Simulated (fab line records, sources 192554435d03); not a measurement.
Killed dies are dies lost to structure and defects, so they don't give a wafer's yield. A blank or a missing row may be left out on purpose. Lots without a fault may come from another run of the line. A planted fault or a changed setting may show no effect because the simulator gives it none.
Split-lot experiment | flow n5_finfet | 7 lots, 39 wafers read, on a route of 1938 steps

THE SPLIT
At N5_SD_EPI_P_EPI_21 (deposits SiGe:B, time 355 s), the setting pressure_torr was moved away from the recipe's 20 Torr on 30 of the 39 wafers read, by -18.9% to +18.0%. The other wafers ran this setting at the recipe's value.

FROM THE SPLIT TO THE READING: what the file shows between them, 3 steps
- N5_SD_EPI_P_HM_STRIP_48: strips SiNx in H3PO4, material SiNx, target depth 3 nm
- N5_SD_ACTIVATION_RTA_00: time 0 s
- N5_SD_ACTIVATION_LSA_01: time 0.0008 s

THE READING
RS_SD_P, in ohm/sq, at N5_SD_ACTIVATION_RS_MEAS_03 (measures by four-point-probe). Fault-free wafers of this fab line usually give 55.8 ohm/sq, standard deviation 0.89 ohm/sq.

wafer  | tool, chamber at the split | pressure_torr as run, Torr | against the recipe | RS_SD_P, ohm/sq | against lot-mates on the recipe
L076.1 | epi_rpcvd-02, 0            | 23.26                      | +16.3%             | 51.3            | no lot-mate on the recipe
L076.2 | epi_rpcvd-02, 0            | 23.26                      | +16.3%             | 51.7            | no lot-mate on the recipe
L076.3 | epi_rpcvd-02, 0            | 23.26                      | +16.3%             | 50.8            | no lot-mate on the recipe
L076.4 | epi_rpcvd-02, 0            | 23.26                      | +16.3%             | 51.6            | no lot-mate on the recipe
L076.5 | epi_rpcvd-02, 0            | 23.26                      | +16.3%             | 50.4            | no lot-mate on the recipe
L076.6 | epi_rpcvd-02, 0            | 23.26                      | +16.3%             | 51.3            | no lot-mate on the recipe
L082.3 | epi_rpcvd-03, 0            | 20                         | recipe             | 55.0            | -
L082.5 | epi_rpcvd-03, 0            | 20                         | recipe             | 54.1            | -
L082.6 | epi_rpcvd-03, 0            | 20                         | recipe             | 53.7            | -
L083.1 | epi_rpcvd-02, 0            | 23.6                       | +18.0%             | 50.1            | no lot-mate on the recipe
L083.2 | epi_rpcvd-02, 0            | 23.6                       | +18.0%             | 50.5            | no lot-mate on the recipe
L083.3 | epi_rpcvd-02, 0            | 23.6                       | +18.0%             | 50.1            | no lot-mate on the recipe
L083.4 | epi_rpcvd-02, 0            | 23.6                       | +18.0%             | 51.1            | no lot-mate on the recipe
L083.5 | epi_rpcvd-02, 0            | 23.6                       | +18.0%             | 50.5            | no lot-mate on the recipe
L083.6 | epi_rpcvd-02, 0            | 23.6                       | +18.0%             | 50.8            | no lot-mate on the recipe
L085.1 | epi_rpcvd-01, 0            | 23.52                      | +17.6%             | 50.1            | no lot-mate on the recipe
L085.2 | epi_rpcvd-01, 0            | 23.52                      | +17.6%             | 50.1            | no lot-mate on the recipe
L085.3 | epi_rpcvd-01, 0            | 23.52                      | +17.6%             | 49.9            | no lot-mate on the recipe
L085.4 | epi_rpcvd-01, 0            | 23.52                      | +17.6%             | 50.1            | no lot-mate on the recipe
L085.5 | epi_rpcvd-01, 0            | 23.52                      | +17.6%             | 49.9            | no lot-mate on the recipe
L085.6 | epi_rpcvd-01, 0            | 23.52                      | +17.6%             | 50.3            | no lot-mate on the recipe
L087.1 | epi_rpcvd-02, 0            | 16.21                      | -18.9%             | 64.8            | no lot-mate on the recipe
L087.2 | epi_rpcvd-02, 0            | 16.21                      | -18.9%             | 64.7            | no lot-mate on the recipe
L087.3 | epi_rpcvd-02, 0            | 16.21                      | -18.9%             | 65.1            | no lot-mate on the recipe
L087.4 | epi_rpcvd-02, 0            | 16.21                      | -18.9%             | 65.4            | no lot-mate on the recipe
L087.5 | epi_rpcvd-02, 0            | 16.21                      | -18.9%             | 65.2            | no lot-mate on the recipe
L087.6 | epi_rpcvd-02, 0            | 16.21                      | -18.9%             | 64.9            | no lot-mate on the recipe
L089.1 | epi_rpcvd-02, 0            | 23.61                      | +18.0%             | 51.4            | no lot-mate on the recipe
L089.2 | epi_rpcvd-02, 0            | 23.61                      | +18.0%             | 51.1            | no lot-mate on the recipe
L089.3 | epi_rpcvd-02, 0            | 23.61                      | +18.0%             | 51.3            | no lot-mate on the recipe
L089.4 | epi_rpcvd-02, 0            | 23.61                      | +18.0%             | 51.1            | no lot-mate on the recipe
L089.5 | epi_rpcvd-02, 0            | 23.61                      | +18.0%             | 51.1            | no lot-mate on the recipe
L089.6 | epi_rpcvd-02, 0            | 23.61                      | +18.0%             | 51.0            | no lot-mate on the recipe
L096.1 | epi_rpcvd-02, 0            | 20                         | recipe             | 55.6            | -
L096.2 | epi_rpcvd-02, 0            | 20                         | recipe             | 55.2            | -
L096.3 | epi_rpcvd-02, 0            | 20                         | recipe             | 55.8            | -
L096.4 | epi_rpcvd-02, 0            | 20                         | recipe             | 54.9            | -
L096.5 | epi_rpcvd-02, 0            | 20                         | recipe             | 55.8            | -
L096.6 | epi_rpcvd-02, 0            | 20                         | recipe             | 55.8            | -

THE FIT
A straight line over all 39 wafers: RS_SD_P changes by -0.367 ohm/sq for each +1% of pressure_torr; r = -0.97; the points scatter about the line by 1.2 ohm/sq.
Too few moved wafers have a lot-mate on the recipe to fit a line with each lot's own level taken away.

THE WHOLE CHAIN: every reading that the file lists as answering this split, in the file's order
step                        | what it does                 | reading                                                                           | change (the file's fit)               | r (the file's)
N5_SD_EPI_P_EPI_21          | deposits SiGe:B, time 355 s  | SiGe-B_of_SD_EPI_P_EPI_21.thk_nm (the simulator's own value, which no gauge read) | +0.261 nm for each +1% of the setting | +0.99
N5_SD_ACTIVATION_RS_MEAS_03 | measures by four-point-probe | RS_SD_P                                                                           | -0.367 for each +1% of the setting    | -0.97

THE FILE'S OWN FIT
RS_SD_P changes by -0.367 ohm/sq for each +1% of pressure_torr, r = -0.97.
